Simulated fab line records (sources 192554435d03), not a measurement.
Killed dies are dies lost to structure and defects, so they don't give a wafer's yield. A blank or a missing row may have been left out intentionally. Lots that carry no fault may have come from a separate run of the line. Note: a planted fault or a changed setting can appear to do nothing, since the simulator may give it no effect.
Chamber matching ; flow n5Finfet ; rieDiel-02 running N5_BEOL_M4_VIA_ETCH_34: 4 sister chambers
The step etches the open film in C4F6/O2, target depth 69.4 nm, time 65.9 s. 4 wafers are shown with their chamber, then 8 later ones without.

== EACH WAFER AND ITS CHAMBER ==
wafer;chamber;throttleValvePct (%)
L830.1;0;30.6
L830.3;3;31.0
L830.5;1;30.7
L835.2;2;31.5

== WAFERS WHOSE CHAMBER IS MISSING ==
wafer;throttleValvePct (%)
L835.4;30.6
L835.5;31.0
L837.2;31.0
L837.3;30.6
L837.5;30.2
L839.1;30.6
L839.3;30.2
L839.5;30.6

== WHICH CHAMBER EACH ONE RAN IN ==
wafer;from the rows above;in truth
L835.4;can't be placed: 0 or 1 or 3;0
L835.5;can't be placed: 3 or 1 or 0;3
L837.2;can't be placed: 3 or 1 or 0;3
L837.3;can't be placed: 0 or 1 or 3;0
L837.5;can't be placed: 0 or 1 or 3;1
L839.1;can't be placed: 0 or 1 or 3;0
L839.3;can't be placed: 0 or 1 or 3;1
L839.5;can't be placed: 0 or 1 or 3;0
Correctly placed: 0 of 8. Unplaceable from these rows: 8, with the true chamber sitting among the candidates in 8. 0 placed wrongly.
How it was worked out, from the rows above alone: a wafer's distance from a chamber is the root of the sum, over the readings, of the square of ((its reading less the chamber's mean) divided by the reading's scatter). If the next closest chamber is less than 2 further off than the closest, the wafer can't be placed; otherwise it belongs to the closest. A chamber's mean is the mean of its shown wafers. The scatter: root of mean squared gap, hidden wafer to nearest shown wafer, with one shown wafer a chamber.
